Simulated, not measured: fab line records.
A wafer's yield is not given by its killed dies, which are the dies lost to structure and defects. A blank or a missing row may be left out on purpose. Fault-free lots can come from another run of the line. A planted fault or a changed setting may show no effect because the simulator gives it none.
Which of the tools did it? -- flow n5 finfet -- 24 lots with 72 wafers sampled at 3 steps, on a route of 1938 steps

WHAT EACH GAUGE READ, for each wafer
N5_BEOL_M15_CD_MEAS_17 targets a cd of 360 nm.
lot,measured,on,cd nm (nm)
L076,day 11 05:31,cd sem-01,363.7 359.7 360.8
L074,day 11 08:57,cd sem-02,361.4 364.1 361.6
L077,day 11 20:56,cd sem-01,360.2 361.7 359.2
L075,day 11 20:59,cd sem-01,362.0 359.4 361.4
L078,day 11 21:23,cd sem-01,360.4 361.8 362.2
L079,day 12 12:50,cd sem-01,363.7 363.0 362.3
L080,day 12 19:24,cd sem-03,365.1 361.9 363.3
L082,day 13 07:16,cd sem-03,359.1 364.7 359.6
L081,day 13 09:55,cd sem-01,359.9 362.4 360.5
L084,day 13 22:23,cd sem-02,359.8 360.8 362.1
L083,day 13 23:28,cd sem-01,361.5 360.5 361.9
L086,day 14 06:58,cd sem-02,362.4 361.2 360.2
L085,day 14 11:25,cd sem-01,363.7 362.0 363.8
L088,day 14 15:55,cd sem-02,358.9 361.8 361.1
L087,day 14 16:54,cd sem-01,359.9 362.4 363.0
L089,day 15 07:44,cd sem-03,359.9 359.8 360.7
L090,day 15 21:01,cd sem-02,359.9 362.4 360.8
L091,day 15 21:17,cd sem-03,366.0 365.7 366.0
L092,day 16 04:02,cd sem-02,362.0 364.5 363.3
L093,day 16 15:22,cd sem-01,360.0 360.7 362.8
L096,day 16 20:50,cd sem-02,360.2 361.4 362.8
L094,day 17 01:34,cd sem-03,359.8 362.3 361.2
L095,day 17 02:31,cd sem-01,363.1 358.6 362.0
L097,day 17 17:35,cd sem-03,362.0 359.7 362.3

EACH LOT AND THE TOOL THAT RAN IT (in order: tool; ch and the chambers of the sampled wafers; start)
lot,N5_BEOL_M14_SPUTTER_43,N5_BEOL_M15_STRIP_63
L076,"pvd sputter-02, day 11 02:59","rie diel-02 ch 0,2, day 11 05:31 or earlier"
L074,"pvd sputter-01, day 11 06:25","rie diel-05 ch 1,2,3, day 11 08:57 or earlier"
L077,"pvd sputter-01, day 11 17:59","rie diel-02 ch 0,1,3, day 11 20:56 or earlier"
L075,"pvd sputter-01, day 11 18:26","rie diel-04 ch 1,2,3, day 11 20:59 or earlier"
L078,"pvd sputter-03, day 11 18:46","rie diel-04 ch 1,3, day 11 21:23 or earlier"
L079,"pvd sputter-02, day 12 10:25","rie diel-02 ch 0,1,2, day 12 12:50 or earlier"
L080,"pvd sputter-03, day 12 17:01","rie diel-02 ch 0,1,2, day 12 19:24 or earlier"
L082,"pvd sputter-02, day 13 04:44","rie diel-04 ch 0,1,2, day 13 07:16 or earlier"
L081,"pvd sputter-03, day 13 07:25","rie diel-05 ch 1,3, day 13 09:55 or earlier"
L084,"pvd sputter-02, day 13 19:52","rie diel-05 ch 0,1,3, day 13 22:23 or earlier"
L083,"pvd sputter-02, day 13 20:46","rie diel-05 ch 0,1,2, day 13 23:28 or earlier"
L086,"pvd sputter-02, day 14 04:04","rie diel-02 ch 1,2, day 14 06:58 or earlier"
L085,"pvd sputter-01, day 14 08:52","rie diel-04 ch 2,3, day 14 11:25 or earlier"
L088,"pvd sputter-01, day 14 13:32","rie diel-02 ch 2,3, day 14 15:55 or earlier"
L087,"pvd sputter-03, day 14 13:52","rie diel-02 ch 1,3, day 14 16:54 or earlier"
L089,"pvd sputter-01, day 15 05:20","rie diel-02 ch 0,1,2, day 15 07:44 or earlier"
L090,"pvd sputter-01, day 15 18:37","rie diel-04 ch 0,1,3, day 15 21:01 or earlier"
L091,"pvd sputter-02, day 15 18:38","rie diel-05 ch 0,1, day 15 21:17 or earlier"
L092,"pvd sputter-02, day 16 00:57","rie diel-04 ch 0,2, day 16 04:02 or earlier"
L093,"pvd sputter-01, day 16 12:50","rie diel-04 ch 0,2,3, day 16 15:22 or earlier"
L096,"pvd sputter-03, day 16 18:11","rie diel-02 ch 0,1,2, day 16 20:50 or earlier"
L094,"pvd sputter-01, day 16 23:01","rie diel-05 ch 0,1,2, day 17 01:34 or earlier"
L095,"pvd sputter-03, day 16 23:35","rie diel-05 ch 0,2,3, day 17 02:31 or earlier"
L097,"pvd sputter-02, day 17 15:01","rie diel-02 ch 0,1, day 17 17:35 or earlier"
- N5_BEOL_M14_SPUTTER_43: material TaN, target thk 15 nm, time 24.19 s.
- N5_BEOL_M15_STRIP_63: strips in O2.

WHAT THE TOOLS THEMSELVES READ (means of the sampled wafers that have a number; where no wafer has one, the mark that the record gives instead)
N5_BEOL_M14_SPUTTER_43.
lot,tool,throttle valve pct (%)
L076,pvd sputter-02,29.0
L074,pvd sputter-01,30.3
L077,pvd sputter-01,29.8
L075,pvd sputter-01,29.8
L078,pvd sputter-03,29.9
L079,pvd sputter-02,29.0
L080,pvd sputter-03,29.6
L082,pvd sputter-02,28.8
L081,pvd sputter-03,30.1
L084,pvd sputter-02,29.4
L083,pvd sputter-02,29.1
L086,pvd sputter-02,29.4
L085,pvd sputter-01,30.1
L088,pvd sputter-01,31.0
L087,pvd sputter-03,30.9
L089,pvd sputter-01,30.6
L090,pvd sputter-01,29.9
L091,pvd sputter-02,29.2
L092,pvd sputter-02,29.1
L093,pvd sputter-01,30.4
L096,pvd sputter-03,30.7
L094,pvd sputter-01,30.6
L095,pvd sputter-03,30.7
L097,pvd sputter-02,29.4

N5_BEOL_M15_STRIP_63.
lot,tool,drypump motor current A (A),o2 flow sccm (sccm),oes product au (a.u.),rf vpp V (V),showerhead plenum p Torr (Torr),throttle valve pct (%)
L076,rie diel-02,6.2,225.2,0.87,4.3,2.15,16.72
L074,rie diel-05,6.2,224.9,0.80,3.0,2.03,16.64
L077,rie diel-02,5.9,225.4,0.87,3.2,2.11,16.54
L075,rie diel-04,5.5,225.0,0.83,4.5,2.18,16.44
L078,rie diel-04,5.4,225.3,0.93,3.0,2.17,16.21
L079,rie diel-02,6.0,225.6,0.88,4.4,2.12,16.58
L080,rie diel-02,6.0,225.4,0.86,3.7,2.12,16.58
L082,rie diel-04,5.5,225.2,0.94,3.4,2.14,16.40
L081,rie diel-05,6.1,224.4,0.75,3.7,2.01,16.64
L084,rie diel-05,5.8,224.6,0.72,4.3,2.05,16.65
L083,rie diel-05,5.8,225.6,0.76,2.9,2.07,16.66
L086,rie diel-02,6.5,224.5,0.80,4.0,2.08,16.82
L085,rie diel-04,5.6,224.9,0.91,4.2,2.21,16.37
L088,rie diel-02,6.6,225.6,0.77,4.2,2.09,16.94
L087,rie diel-02,6.3,224.2,0.77,3.4,2.06,16.75
L089,rie diel-02,6.0,225.4,0.85,3.4,2.11,16.63
L090,rie diel-04,5.4,225.2,0.87,2.7,2.16,16.46
L091,rie diel-05,5.5,225.1,0.89,4.0,2.10,16.38
L092,rie diel-04,5.5,225.0,0.89,3.4,2.13,16.61
L093,rie diel-04,5.5,225.4,0.87,3.0,2.17,16.50
L096,rie diel-02,6.0,224.8,0.84,4.3,2.11,16.64
L094,rie diel-05,5.8,224.6,0.82,3.4,2.06,16.57
L095,rie diel-05,6.1,224.6,0.84,4.3,2.06,16.56
L097,rie diel-02,5.4,224.7,0.87,3.4,2.15,16.46

THE ANSWER, worked out from the rows above alone
Rule: the lots themselves supply what counts as usual. Put in order of their means at a reading, lots are off if they are a third of the lots or fewer, leave a main group of 4 or more, and stand apart from it by a gap of 3 or more times the standard deviation of the main group's means; of several such gaps the widest counts. A main group whose means are all the same, to the digits that the tables above print for the reading, isn't used. Also off: a lot with no number at a reading for which 4 or more lots have one. Where the step has rows for the other lots, those lots are counted as sound. First the gauges in route order, then the tools' own readings, where a lot's mean is used as printed above. The first step at which some lot is off is used, and at that step the reading that is off furthest; a lot without a number counts as furthest.
None of the lots is off at any reading shown; this tells nothing.

WHAT WAS PUT IN BY THE SIMULATOR
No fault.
